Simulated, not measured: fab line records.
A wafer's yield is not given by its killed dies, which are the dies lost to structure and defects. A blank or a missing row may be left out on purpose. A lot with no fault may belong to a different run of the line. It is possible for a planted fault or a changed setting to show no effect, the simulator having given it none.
Comparing a struck lot with a sound one :: flow n5-finfet :: 45 out of 1938 route steps
Sound: wafers L650.1, L650.3, L650.5. Struck: wafer L654.3. (L654.1, L654.5 of the same lot were not struck and are left out.) The cause comes at the end.
Order at every step that has rows: each side's tool, ch and its chambers, its first start. Under that, the readings that differ: sound wafers :: struck wafers :: difference of the means :: sigmas: that difference in standard deviations of wafers without a fault.
alike: same words and numbers on both sides, and readings whose means sit less than 2 such deviations apart. not compared: any withheld reading, any reading some wafer has no value for, any bound like >300 that may hide the same value, and any number with overlapping values for which the record gives no deviation.
The two part at a step that has a row with sigmas, a row that says differs or no value, or rows on one side only. Numbers that have no deviation but don't overlap get no sigmas and don't part them. A reading that every wafer of one side lacks parts them only if that side has two wafers or more.

N5_BEOL_M7_SPUTTER_48: material Cu, target thk 10 nm, time 1.667 s.
  struck on pvd-sputter-01, day 11 03:07; sound on pvd-sputter-03, day 10 04:20
  alike: chamber-pressure-pa, throttle-valve-pct
then, 1 step without rows for these wafers: N5_BEOL_M7_ECD_50 (material Cu, target thk 300 nm).
N5_BEOL_M7_ANNEAL_51: time 90 s.
  sound on rtp-anneal-02 ch 0, day 10 07:11; struck on rtp-anneal-02 ch 0, day 11 03:19
  alike: anneal-temp-c-max, wafer_temp_C_max
then, 1 step without rows for these wafers: N5_BEOL_M7_CMP_52 (polishes, stops on SiCOH lowk, t overpolish 6.9 s, target thk 80 nm).
N5_BEOL_M7_THK_MEAS_53: measures by xrf.
  struck on film-metro-01, day 11 03:55; sound on film-metro-02, day 10 07:47
  alike: M7_THK
then, 2 steps without rows for these wafers: N5_BEOL_M7_PRE_CLEAN_55 (time 15 s); N5_BEOL_M7_DEP_56 (deposits SiCN from 3MS/NH3, target thk 10 nm, time 17.5 s).
N5_BEOL_M7_RS_MEAS_57: uses a four-point probe to measure.
  struck on film-metro-01, day 11 04:03; sound on film-metro-01, day 10 07:55
  alike: M7_RS
N5_BEOL_M7_INSPECT_58: inspects for defects (darkfield).
  struck on defect-inspect-01, day 11 04:04; sound on defect-inspect-02, day 10 07:56
  alike: raw-defect-count
N5_BEOL_M8_ILD_DEP_00: deposits SiCOH lowk from DEMS/porogen, target thk 179.75 nm, time 33.4 s.
  sound on pecvd-02 ch 0,2, day 10 07:58; struck on pecvd-02 ch 2, day 11 04:07
  alike: chamber-pressure-Torr, heater-power-w, showerhead-plenum-p-Torr, throttle-valve-pct
then, 1 step without rows for these wafers: N5_BEOL_M8_CURE_74 (cures SiCOH lowk, time 240 s).
N5_BEOL_M8_THK_MEAS_01:
  struck on film-metro-01, day 11 04:41; sound on film-metro-01, day 10 08:33
  alike: M8_ILD_THK
N5_BEOL_M8_PECVD_70: deposits SiO2 from TEOS/O2, target thk 20 nm, time 22.7 s.
  sound on pecvd-04 ch 0, day 10 08:35; struck on pecvd-02 ch 2, day 11 04:44
reading: model.SiO2_of_BEOL_M8_PECVD_70.thk-nm (nm)
sound: 19.6 20.2 20
struck: 17.2
difference: -2.7
sigmas: 
  alike: chamber-pressure-Torr, heater-power-w, showerhead-plenum-p-Torr, throttle-valve-pct
then, 9 steps without rows for these wafers: N5_BEOL_M8_HM_DEP_02 (deposits TiN, target thk 20 nm); N5_BEOL_M8_COAT_59 (time 60 s, resist thk 100 nm); N5_BEOL_M8_COAT_60 (time 60 s, resist thk 35 nm); N5_BEOL_M8_COAT_05 (resist thk 90 nm); N5_BEOL_M8_EBR_07; N5_BEOL_M8_SOFTBAKE_06 (time 60 s); N5_BEOL_M8_EXPOSE_08 (exposes mask M8); N5_BEOL_M8_PEB_09 (peb time 60 s); N5_BEOL_M8_DEVELOP_10 (develop time 30 s).
N5_BEOL_M8_CD_MEAS_11: the cd target is 38.5 nm.
  sound on cd-sem-01 ch 0, day 10 09:51; struck on cd-sem-03 ch 0, day 11 06:53
  alike: cd-nm
N5_BEOL_M8_OVL_MEAS_12:
  sound on overlay-01 ch 0, day 10 09:53; struck on overlay-02 ch 0, day 11 06:55
  alike: M8_OVL
N5_BEOL_M8_INSPECT_13: inspects for defects (brightfield).
  struck on defect-inspect-01, day 11 06:56; sound on defect-inspect-01, day 10 09:54
  alike: raw-defect-count
then, 2 steps without rows for these wafers: N5_BEOL_M8_DESCUM_16 (chemistry O2, time 7.9 s); N5_BEOL_M8_ETCH_61 (etches SiARC in CF4, target depth 45.5 nm, time 75.8 s).
N5_BEOL_M8_ETCH_62: etches SOC in N2/H2, target depth 110 nm, overetch 22 nm, time 165 s.
  sound on rie-diel-01 ch 1,3, day 10 10:14; struck on rie-diel-05 ch 3, day 11 07:04
reading: rf-vpp-V (V)
sound: 521.4 524.9 521.7
struck: 528.8
difference: +6.1
sigmas: +2

reading: showerhead-plenum-p-Torr (Torr)
sound: 2.45 2.50 2.45
struck: 2.69
difference: +0.22
sigmas: +2
  alike: drypump-motor-current-A, oes-product-au, throttle-valve-pct
  not compared: rf-hours-counter-h
then, 2 steps without rows for these wafers: N5_BEOL_M8_STRIP_68 (strips in N2/H2); N5_BEOL_M8_STRIP_67 (strips in CF4).
N5_BEOL_M8_HM_OPEN_17: chemistry Cl2/BCl3, target TiN, target depth 20 nm, overetch 6 nm.
  sound on rie-metal-01 ch 0, day 10 10:25; struck on rie-metal-02 ch 1, day 11 07:15
reading: throttle-valve-pct (%)
sound: 22.03 22.02 22.03
struck: 21.78
difference: -0.25
sigmas: -2
  alike: drypump-motor-current-A, mfc-ar-sccm, oes_ar_750_au, oes-product-au
  not compared: rf-hours-counter-h
then, 1 step without rows for these wafers: N5_BEOL_M8_STRIP_19 (strips in O2).
N5_BEOL_M8_CD_MEAS_18: pitch 80 nm, target cd 40 nm.
  struck on cd-sem-03, day 11 07:26; sound on cd-sem-01, day 10 10:36
  alike: cd-nm
then, 9 steps without rows for these wafers: N5_BEOL_M8_COAT_63 (time 60 s, resist thk 60 nm); N5_BEOL_M8_COAT_64 (time 60 s, resist thk 12 nm); N5_BEOL_M8_COAT_71 (time 60 s, resist thk 5 nm); N5_BEOL_M8_COAT_22 (resist thk 30 nm); N5_BEOL_M8_EBR_24; N5_BEOL_M8_SOFTBAKE_23 (time 60 s); N5_BEOL_M8_EXPOSE_25 (exposes mask V7, target cd 40 nm); N5_BEOL_M8_PEB_26 (peb time 60 s); N5_BEOL_M8_DEVELOP_27 (develop time 30 s).
N5_BEOL_M8_HM_STRIP_39: strips TiN in peroxide tin strip, target depth 25 nm, time 158 s.
  sound on wet-bench-04 ch 1,4,7, day 10 13:56; struck on wet-bench-05 ch 3, day 11 09:19
reading: model.SiO2_of_BEOL_M8_PECVD_70.thk-nm (nm)
sound: 19.4 20 19.8
struck: 17
difference: -3
sigmas: 
  alike: bath-guard-temp-C
N5_BEOL_M8_CMP_52: polishes, stops on SiCOH lowk, t overpolish 6.9 s, target thk 80 nm.
  sound on cmp-03 ch 0,1,2, day 10 18:35; struck on cmp-03 ch 0, day 11 12:28
reading: barrier-field-endpoint-s (s)
sound: 27.9 29.5 29.0
struck: 25.4
difference: -3.4
sigmas: -5
  alike: motor-current-A
-- record jumps: 3 days separate the struck wafers' starts on either side; left off in module BEOL_M8, taken up again in module PASSIVATION, whose first shown step is the route's number 1936 --
N5_PASSIVATION_PROBE_49:
  only the struck wafers here have rows in the record (prober-01, day 14 05:58); the sound ones have none

== WHERE THEY PART ==
Last at N5_PASSIVATION_PROBE_49 as far as this record goes, first at N5_BEOL_M8_ETCH_62.

WHY: the cause the simulator had injected
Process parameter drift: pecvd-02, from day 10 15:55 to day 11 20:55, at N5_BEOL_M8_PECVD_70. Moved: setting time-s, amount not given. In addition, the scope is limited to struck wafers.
